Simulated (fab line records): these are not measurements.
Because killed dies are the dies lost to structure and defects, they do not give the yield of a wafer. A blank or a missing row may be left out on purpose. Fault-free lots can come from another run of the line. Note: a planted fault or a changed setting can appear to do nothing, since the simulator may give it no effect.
fab line records    flow n5_finfet
record lots=5  wafers=12  last_day=16
route steps=1938 shown TV_LITHO@1886 TV_OPEN@1887 PAD_METAL@1893 PASSIVATION@1897
lots that met no fault: from a run of the same line without faults
start_h: the number of hours between the record's first day and the start of the first shown wafer of the lot    wait_h: hours elapsed since this lot's preceding step    " unchanged from the row above    L1.1+2: several wafers, shown together as one row    - no value, or no start was given    * or withheld: withheld    < > ~ a bound
route shown NAME@n: names a module that has steps shown in the file, with the first one's number in the route    usual: mean/standard deviation of fault-free wafers    same: alike in all rows    chamber/n: place in a boat    sites: each site's reading    _std_site: their standard deviation    _edge_site: mean of outer sites minus mean of inner sites    radius_mm: how far each site lies from the wafer's centre    mask NAME#n: copy n    behind: the tool/chamber that last shaped the wafer    hold: reason for holding the lot/hours on hold/outcome of the hold    device: names the non-switching transistor (n, p or np)    end of line: at the end of the route, the tests of the same wafers    for a step that has no rows: nothing shown but its recipe    killed: at the first sort, the dies lost to defects and structure; wafer yield is something else    map: a wafer's dies, marking killed ones x, the rest . and places with no die _
set.NAME: the setting the step ran with; set.NAME@STEP: the setting that earlier step ran with    model.NAME: the simulator's own value behind a step, which no gauge read
lots at selected steps of the route; one table per step, one row per wafer
services: a tool's chamber out of use, with start hour (start_h, from the record's first day; less than 0 if before it), hours out, and reason
## steps
# step N5_PASSIVATION_DESCUM_12
# recipe chemistry=O2  time_s=7.9  source_power_w=50  bias_power_w=20  pressure_mtorr=20  rf_frequency_hz=2.712e+07  temp_c=40  o2_flow_sccm=225
# step N5_PASSIVATION_PASS_ETCH_74
# recipe chemistry=CF4/O2  target=SiNx  target_depth_a=2200  time_s=110  ion_energy_ev=100  pressure_mtorr=40  source_w=535  bias_w=49  Ar_flow_sccm=100  cf4_flow_sccm=100  O2_flow_sccm=10
# step N5_PASSIVATION_VIA_ETCH_13
# recipe chemistry=CHF3/O2  target=SiO2  target_depth_a=6600  CHF3_flow_sccm=50  O2_flow_sccm=5  Ar_flow_sccm=200  time_s=330  mask_material=PR  pressure_mtorr=30  source_w=650  bias_w=170  ion_energy_ev=200  ends=cleared
# step N5_PASSIVATION_STRIP_14
# recipe chemistry=O2  power_w=600  temp_c=60  pressure_mtorr=30  rf_frequency_hz=6e+07  bias_power_w=0  overash_fraction=0.5  o2_flow_sccm=225
# step N5_PASSIVATION_ETCH_15
# recipe chemistry=CF4/N2  target=SiCN  target_depth_a=750  taper_deg=2  time_s=81.2  ion_energy_ev=150  mask_material=SiNx  pressure_mtorr=40  source_w=430  bias_w=70  Ar_flow_sccm=100  cf4_flow_sccm=60  n2_flow_sccm=60
# step N5_PASSIVATION_STRIP_73
# recipe chemistry=post_etch_residue_remover  time_s=60  temp_c=25  remover_ph=withheld  remover_water_wt_pct=withheld  remover_fluoride_wt_pct=withheld
# step N5_PASSIVATION_SRD_17
# recipe time_s=30  temp_c=23  rinse_liquid=diw  dry=n2_spin  spin_rpm=1500  dry_time_s=30
# step N5_PASSIVATION_DEGAS_18
# recipe ambient=vacuum  temp_c=300  time_s=60
# step N5_PASSIVATION_PRE_CLEAN_19
# recipe gas=H2/He  time_s=*  temp_c=*
# step N5_PASSIVATION_SPUTTER_20
# recipe material=TaN  target_thk_a=500  temp_c=25  chamber_pressure_pa=0.4
# step N5_PASSIVATION_AL_DEP_21
# recipe material=Al  target_thk_a=28000  temp_c=400  time_s=170  power_w=30000  chamber_pressure_pa=0.4  gas=Ar
# usual throttle_valve_pct=30.3/1.2
lot.wafer  tool            chamber  start_h  wait_h  throttle_valve_pct  model.Al_of_PASSIVATION_AL_DEP_21.thk_nm
L707.2     pvd_sputter-01  -        279.55   0.1     31.0                2804
L707.4     "               -        "        "       29.9                2818
L707.5     "               -        "        "       30.0                2817
L712.3     pvd_sputter-01  -        325.38   0.1     29.0                2002
L712.5     "               -        "        "       29.0                2007
L717.2     pvd_sputter-01  -        344.52   0.1     31.4                2772
L717.3     "               -        "        "       30.1                1996
L716.3     pvd_sputter-01  -        349.97   0.1     31.2                2023
L716.5     "               -        "        "       31.2                2037
L723.1     pvd_sputter-03  -        385.05   0.1     29.9                2769
L723.3     "               -        "        "       32.4                2793
L723.4     "               -        "        "       28.4                2777
# step N5_PASSIVATION_HMDS_23
# recipe time_s=60  temp_c=120
# step N5_PASSIVATION_COAT_24
# recipe spin_rpm=3000  resist_thk_nm=withheld
# step N5_PASSIVATION_EBR_26
# recipe solvent=PGMEA  ebr_width_mm=1.5
# step N5_PASSIVATION_SOFTBAKE_25
# recipe temp_c=100  time_s=90
# step N5_PASSIVATION_EXPOSE_27
# recipe mask_id=PAD  na=0.55  source_shape=conventional  sigma_outer=0.8  polarization=unpolarized  defocus_nm=0  dose_mj=32.3
# step N5_PASSIVATION_PEB_28
# recipe peb_temp_c=withheld  peb_time_s=*
# step N5_PASSIVATION_DEVELOP_29
# recipe develop_time_s=60  rinse_liquid=diw  dry=air_spin  dev_temp_c=21
# step N5_PASSIVATION_HARDBAKE_31
# recipe temp_c=130  time_s=120
# step N5_PASSIVATION_DESCUM_32
# recipe chemistry=O2  time_s=7.9  source_power_w=50  bias_power_w=20  pressure_mtorr=20  rf_frequency_hz=2.712e+07  temp_c=40  o2_flow_sccm=225
# step N5_PASSIVATION_AL_ETCH_33
# recipe chemistry=Cl2/BCl3  target_depth_a=28000  over_etch_frac=0.15  Cl2_flow_sccm=180  bcl3_flow_sccm=60  target=Al  stop_on=TaN  time_s=466.7  ion_energy_ev=100  pressure_mtorr=10  icp_w=900  bias_w=100
# usual bcl3_flow_sccm=60.03/0.16  drypump_motor_current_A=5.7/0.47  oes_product_au=0.74/0.038  rf_fwd_power_W=898.6/2.9  throttle_valve_pct=34.44/0.27
lot.wafer  tool          chamber  start_h  wait_h  bcl3_flow_sccm  drypump_motor_current_A  oes_product_au  rf_fwd_power_W  rf_hours_counter_h  throttle_valve_pct
L707.2     rie_metal-02  0        280.32   0.1     59.99           6.1                      0.75            893.9           21                  34.48
L707.4     "             1        "        "       60.32           6.2                      0.77            900.2           -                   34.91
L707.5     "             0        "        "       60.08           6.0                      0.76            895.8           -                   34.48
L712.3     rie_metal-03  1        327.05   0.2     60.22           5.0                      0.61            899.8           -                   34.90
L712.5     "             0        "        "       60.05           5.4                      0.60            900.3           -                   34.66
L717.2     rie_metal-01  1        346.12   0.1     59.97           6.1                      0.65            897.0           51                  34.39
L717.3     "             1        "        "       59.92           6.1                      0.53            896.2           -                   34.91
L716.3     rie_metal-03  1        350.75   0.2     59.88           5.0                      0.61            899.3           -                   34.89
L716.5     "             1        "        "       59.79           4.9                      0.61            896.9           -                   34.87
L723.1     rie_metal-02  0        385.93   0.1     59.82           6.0                      0.72            898.2           31                  34.52
L723.3     "             0        "        "       59.65           6.0                      0.73            894.3           -                   34.50
L723.4     "             1        "        "       59.88           6.2                      0.73            897.6           -                   34.95
# step N5_PASSIVATION_ETCH_59
# recipe chemistry=Cl2/BCl3  target=TaN  target_depth_a=650  time_s=34.9  ion_energy_ev=100  pressure_mtorr=10  icp_w=900  bias_w=100  Cl2_flow_sccm=60  bcl3_flow_sccm=30
# step N5_PASSIVATION_STRIP_34
# recipe chemistry=O2  power_w=600  temp_c=60  pressure_mtorr=30  rf_frequency_hz=6e+07  bias_power_w=0  overash_fraction=2  o2_flow_sccm=225
# step N5_PASSIVATION_STRIP_51
# recipe chemistry=post_etch_residue_remover  time_s=1200  temp_c=72.5
# step N5_PASSIVATION_CLEAN_69
# recipe chemistry=IPA  time_s=180  temp_c=25
# step N5_PASSIVATION_SRD_70
# recipe dry=ipa_marangoni  time_s=30  temp_c=23  rinse_liquid=diw
# step N5_PASSIVATION_PECVD_53
# recipe material=SiO2  target_thk_a=8000  temp_c=400  precursor=TEOS/O2  pressure_torr=6.5  rf_w=withheld  teos_flow_sccm=withheld  gas=O2  flow_sccm=2650  time_s=169.4
# step N5_PASSIVATION_PECVD_35
# recipe material=SiNx  target_thk_a=7000  temp_c=400  precursor=SiH4/NH3/N2  pressure_torr=4.9  rf_w=1406  time_s=151.3
# step N5_PASSIVATION_HMDS_37
# recipe time_s=60  temp_c=120
# step N5_PASSIVATION_COAT_38
# recipe spin_rpm=3000  resist_thk_nm=withheld
# step N5_PASSIVATION_EBR_40
# recipe solvent=PGMEA  ebr_width_mm=1.5
# step N5_PASSIVATION_SOFTBAKE_39
# recipe temp_c=110  time_s=120
# step N5_PASSIVATION_EXPOSE_41
# recipe mask_id=PASS_OPEN  na=0.55  defocus_nm=0  source_shape=conventional  sigma_outer=0.8  polarization=unpolarized  target_cd_nm=40000  dose_mj=57.25
# step N5_PASSIVATION_PEB_42
# recipe peb_temp_c=withheld  peb_time_s=*
# step N5_PASSIVATION_DEVELOP_43
# recipe develop_time_s=60  rinse_liquid=diw  dry=air_spin  dev_temp_c=21
# step N5_PASSIVATION_HARDBAKE_45
# recipe temp_c=130  time_s=120
# step N5_PASSIVATION_STRIP_52
# recipe chemistry=post_etch_residue_remover  time_s=1200  temp_c=72.5
# usual bath_guard_temp_C=72.5/0.48
lot.wafer  tool          chamber  start_h  wait_h  bath_guard_temp_C  model.Al_of_PASSIVATION_AL_DEP_21.thk_nm
L707.2     wet_bench-05  1        282.72   -       72.9               2788
L707.4     "             3        "        "       72.5               2802
L707.5     "             4        "        "       72.1               2802
L712.3     wet_bench-03  7        330.19   -       72.1               1987
L712.5     "             2        "        "       73.0               1991
L717.2     wet_bench-05  3        348.59   -       72.8               2757
L717.3     "             7        "        "       72.0               1981
L716.3     wet_bench-03  1        353.58   -       72.3               2008
L716.5     "             2        "        "       72.7               2022
L723.1     wet_bench-03  7        388.86   -       71.9               2753
L723.3     "             1        "        "       72.4               2778
L723.4     "             0        "        "       73.3               2761
# step N5_PASSIVATION_PROBE_49
# usual defect_limited_yield=91.4/1.4  killed_at_M0_to_M3=31/10  killed_at_M4_up=14/5.6  killed_at_contacts=13/6.3  killed_at_front_end=39/10  killed_at_other=4/3.1  killed_dies=101/16  killed_open=65/13  killed_short=34/7.2  sort_bin_5_function=5.1/0.88  sort_bin_6_memory=3.2/0.66  sort_n_pass=1079/16  sort_yield_pct=91.4/1.4
# same gross_dies=1180  killed_at_back_side=0  sort_bin_4_leakage[%]=0  sort_bin_8_speed[%]=0
lot.wafer  tool       chamber  start_h  wait_h  defect_limited_yield[%]  killed_at_M0_to_M3  killed_at_M4_up  killed_at_contacts  killed_at_front_end  killed_at_other  killed_dies  killed_open  killed_short  sort_bin_5_function[%]  sort_bin_6_memory[%]  sort_n_pass  sort_yield_pct[%]
L712.3     prober-02  -        332.78   0.2     92.3                     36                  11               11                  32                   1                91           63           27            4.9                     2.8                   1089         92.3
# killed by level:class
L712.3 BEOL_M0_SAQP:geometric_particle:open=14 BEOL_M0_SAQP:geometric_particle:short=11 FIN_SAQP:geometric_particle:open=8 MOL_CONTACT_COAG:geometric_particle:open=7 FIN_SAQP:geometric_particle:short=6 BEOL_M2:geometric_particle:open=6 DUMMY_GATE:geometric_particle:open=4 MOL_CONTACT_COAG:geometric_particle:short=4
## services
tool            chamber  start_h  hours  kind
wet_bench-03    -        268.25   4.6    repair
pvd_sputter-03  -        355.26   3.1    repair
rie_metal-02    1        356.58   8.9    repair
rie_metal-01    0        359.15   20.8   repair
rie_metal-03    1        363.93   2.0    repair
rie_metal-02    -        364.80   8.8    repair
## key
first_sign step=N5_PASSIVATION_AL_ETCH_33  reading=oes_product_au  direction=down  sigmas=4  usual=0.74  struck=0.59
effect none on later readings
model_effect step=N5_PASSIVATION_AL_DEP_21  value=Al_of_PASSIVATION_AL_DEP_21.thk_nm  without=2785  struck=2013
model_effect step=N5_PASSIVATION_STRIP_52  value=Al_of_PASSIVATION_AL_DEP_21.thk_nm  without=2769  struck=1998
met_at N5_PASSIVATION_AL_DEP_21
struck_wafers L712.3,L712.5,L716.3,L716.5,L717.3
onset_between 279.55 325.38
fault kind=process_parameter_drift  tool=pvd_sputter-01  chamber=-  onset_h=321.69  steps=N5_PASSIVATION_AL_DEP_21  channel=time_s  offset=*  shape=step  end_h=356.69  scope=struck_wafers_only  acts_in=*  stated=*
